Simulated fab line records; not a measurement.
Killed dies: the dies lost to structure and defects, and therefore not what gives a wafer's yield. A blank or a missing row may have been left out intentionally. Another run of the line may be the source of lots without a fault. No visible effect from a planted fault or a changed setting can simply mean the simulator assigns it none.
Chamber matching / flow nand harc / NHARC_A_STAIRCASE_TRIM_229 on rie diel-07 has 4 sister chambers
The step chemistry O2, time 211.2 s. 8 wafers are shown with their chamber, then 8 later ones without.

== WAFERS PAIRED WITH THEIR CHAMBERS ==
wafer=L077.1; chamber=3; drypump motor current A (A)=5.0; showerhead plenum p Torr (Torr)=3.50
wafer=L081.2; chamber=1; drypump motor current A (A)=6.3; showerhead plenum p Torr (Torr)=3.61
wafer=L081.4; chamber=3; drypump motor current A (A)=5.0; showerhead plenum p Torr (Torr)=3.50
wafer=L083.5; chamber=0; drypump motor current A (A)=5.5; showerhead plenum p Torr (Torr)=3.66
wafer=L085.1; chamber=2; drypump motor current A (A)=6.2; showerhead plenum p Torr (Torr)=3.44
wafer=L085.3; chamber=0; drypump motor current A (A)=5.6; showerhead plenum p Torr (Torr)=3.66
wafer=L085.6; chamber=1; drypump motor current A (A)=6.3; showerhead plenum p Torr (Torr)=3.60
wafer=L091.2; chamber=2; drypump motor current A (A)=6.2; showerhead plenum p Torr (Torr)=3.43

== WAFERS WITHOUT THEIR CHAMBER ==
wafer=L091.3; drypump motor current A (A)=6.3; showerhead plenum p Torr (Torr)=3.59
wafer=L091.6; drypump motor current A (A)=4.9; showerhead plenum p Torr (Torr)=3.48
wafer=L090.1; drypump motor current A (A)=5.0; showerhead plenum p Torr (Torr)=3.48
wafer=L090.2; drypump motor current A (A)=6.3; showerhead plenum p Torr (Torr)=3.59
wafer=L090.3; drypump motor current A (A)=5.6; showerhead plenum p Torr (Torr)=3.65
wafer=L093.3; drypump motor current A (A)=6.3; showerhead plenum p Torr (Torr)=3.59
wafer=L093.5; drypump motor current A (A)=6.3; showerhead plenum p Torr (Torr)=3.59
wafer=L093.6; drypump motor current A (A)=5.6; showerhead plenum p Torr (Torr)=3.65

== CHAMBER TAKEN BY EACH ==
wafer=L091.3; from the rows above=1; in truth=1
wafer=L091.6; from the rows above=3; in truth=3
wafer=L090.1; from the rows above=3; in truth=3
wafer=L090.2; from the rows above=1; in truth=1
wafer=L090.3; from the rows above=0; in truth=0
wafer=L093.3; from the rows above=1; in truth=1
wafer=L093.5; from the rows above=1; in truth=1
wafer=L093.6; from the rows above=0; in truth=0
8 of 8 placed correctly. Can't be placed from these rows: 0. 0 placed wrongly.
How it was worked out, from the rows above alone: a wafer's distance from a chamber is the root of the sum, over the readings, of the square of ((its reading less the chamber's mean) divided by the reading's scatter). If the next closest chamber is less than 2 further off than the closest, the wafer can't be placed; otherwise it belongs to the closest. The mean given for a chamber averages the wafers shown for that chamber. How the scatter is found: for the shown wafers, subtract from each reading the mean of its chamber, square and add these, divide the total by (wafers less chambers), then take the root.
